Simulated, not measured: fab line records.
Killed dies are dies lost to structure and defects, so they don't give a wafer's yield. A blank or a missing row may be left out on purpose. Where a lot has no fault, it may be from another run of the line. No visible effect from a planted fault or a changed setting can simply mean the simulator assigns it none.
Struck lot and sound lot, side by side | flow nand harc | 41 out of 1302 route steps
Sound: the wafers L624.1, L624.4, L624.6. Struck: wafers L637.1, L637.3, L637.5. At the end, the cause is stated.
Each step with rows lists, per side, the tool, then ch with its chambers, then its first start. Under that, the readings that differ: sound wafers | struck wafers | difference of the means | sigmas: that difference in standard deviations of wafers without a fault.
alike: readings with means less than 2 such deviations apart, plus words and numbers identical on both sides. not compared: withheld readings, readings lacking a value on some wafer, bounds such as >300 that could conceal the same value, and numbers that have no deviation in the record and whose values overlap.
A row with sigmas, a row that says differs or no value, or rows on one side alone: a step with any of these is where the two part. When numbers do not overlap yet have no deviation, they are printed without sigmas and do not part them. A reading that every wafer of one side lacks parts them only if that side has two wafers or more.

first, 3 steps without rows for these wafers: NHARC_P_GATE_STRIP_96 (strips in SPM, time 900 s); NHARC_P_GATE_RTA_64 (time 1 s); NHARC_P_GATE_ETCH_77 (etches SiO2 in dHF, target depth 6 nm).
NHARC_P_GATE_DEGAS_109: time 60 s.
  sound: pvd sputter-01 at day 8 14:22; struck: pvd sputter-03 at day 14 06:30
  alike: heater power w
then, 3 steps without rows for these wafers: NHARC_P_GATE_PRE_CLEAN_110 (time 30 s); NHARC_P_GATE_SPUTTER_78 (material Ni, target thk 10 nm); NHARC_P_GATE_SPUTTER_79 (material TiN, target thk 10 nm).
NHARC_P_GATE_RTA_80: time 30 s.
  sound on rtp anneal-01 ch 0, day 8 14:39; struck on rtp anneal-01 ch 0, day 14 06:48
  alike: lamp power pct, lamp_zone_7_pct, wafer_temp_C_max
then, 2 steps without rows for these wafers: NHARC_P_GATE_STRIP_67 (strips in SPM, time 600 s); NHARC_P_GATE_RTA_82 (time 30 s).
NHARC_P_GATE_INSPECT_68:
  sound: defect inspect-01 at day 8 15:19; struck: defect inspect-01 at day 14 07:28
  alike: raw defect count
then, 1 step without rows for these wafers: NHARC_P_CONTACT_DEP_30 (deposits SiNx, target thk 30 nm).
NHARC_P_CONTACT_DEP_00: deposits SiO2, target thk 500 nm.
  sound on pecvd-04 ch 0,1, day 8 15:39; struck on pecvd-03 ch 0,2, day 14 07:46
  alike: heater power w, throttle valve pct
NHARC_P_CONTACT_CMP_01: polishes SiO2, target thk 200 nm.
  sound on cmp-02 ch 1,2,3, day 8 16:07; struck on cmp-02 ch 0,1,2, day 14 08:17
  alike: motor current A
then, 11 steps without rows for these wafers: NHARC_P_CONTACT_SRD_03; NHARC_P_CONTACT_DEHYDRATE_04 (time 120 s); NHARC_P_CONTACT_HMDS_05 (time 30 s); NHARC_P_CONTACT_COAT_33 (time 75 s); NHARC_P_CONTACT_COAT_34 (time 65 s); NHARC_P_CONTACT_COAT_06 (resist thk 90 nm); NHARC_P_CONTACT_SOFTBAKE_07 (time 55 s); NHARC_P_CONTACT_EBR_08; NHARC_P_CONTACT_EXPOSE_09 (exposes mask P CA, target cd 90 nm); NHARC_P_CONTACT_PEB_10 (peb time 65 s); NHARC_P_CONTACT_DEVELOP_11 (develop time 35 s).
NHARC_P_CONTACT_CD_MEAS_12 targets a cd of 90 nm.
  sound on cd sem-02 ch 0, day 8 16:47; struck on cd sem-01 ch 0, day 14 08:56
  alike: cd nm
NHARC_P_CONTACT_OVL_MEAS_13:
  sound: overlay-02 at day 8 16:53; struck: overlay-02 at day 14 09:02
  alike: overlay x nm, overlay y nm
then, 3 steps without rows for these wafers: NHARC_P_CONTACT_DESCUM_17 (chemistry O2, time 3 s); NHARC_P_CONTACT_ETCH_35 (etches the open film in CF4, target depth 39 nm, time 65 s); NHARC_P_CONTACT_ETCH_36 (etches the open film in N2/H2, target depth 260 nm, time 406.25 s).
NHARC_P_CONTACT_ETCH_18: etches the open film in C4F8/O2/Ar, target depth 481 nm, time 240.5 s.
  sound on rie diel-13 ch 1,2; struck on rie diel-08 ch 0,1,3
  alike: oes product au, rf vpp V
  not compared: rf hours counter h
then, 2 steps without rows for these wafers: NHARC_P_CONTACT_STRIP_37 (strips in C4F8/O2/Ar); NHARC_P_CONTACT_ETCH_31 (etches the open film in CH3F/O2, target depth 30 nm, time 85.7 s).
NHARC_P_CONTACT_CD_MEAS_19:
  sound: cd sem-01 at day 8 18:05; struck: cd sem-03 at day 14 10:00
  alike: cd nm
then, 5 steps without rows for these wafers: NHARC_P_CONTACT_STRIP_28 (strips in O2); NHARC_P_CONTACT_STRIP_29 (strips in post etch residue remover, time 1200 s); NHARC_P_CONTACT_DEGAS_38 (time 60 s); NHARC_P_CONTACT_PRE_CLEAN_39 (time 19.5 s); NHARC_P_CONTACT_PVD_32 (deposits Ti, target thk 5 nm, time 17.7 s).
NHARC_P_CONTACT_ALD_22: deposits TiN, target thk 3 nm, pulse time 1 s, ald cycles 150.
  sound on ald metal-04 ch 1,2,3, day 8 19:04; struck on ald metal-02 ch 0,1,3, day 14 10:59
  alike: heater power w, precursor pulse height rel
-- the record jumps here: 18 days lie between the struck wafers' starts before and after (it left off in module P_CONTACT and takes up again in module END, whose first step shown is number 1302 of the route) --
NHARC_END_SORT_01:
  at this point the record logs the struck wafers (prober-02 ch 0, day 32 20:55) and has no rows for the sound ones

## WHERE THEY PART
NHARC_END_SORT_01 only, going by this record.

WHY: the cause the simulator had injected
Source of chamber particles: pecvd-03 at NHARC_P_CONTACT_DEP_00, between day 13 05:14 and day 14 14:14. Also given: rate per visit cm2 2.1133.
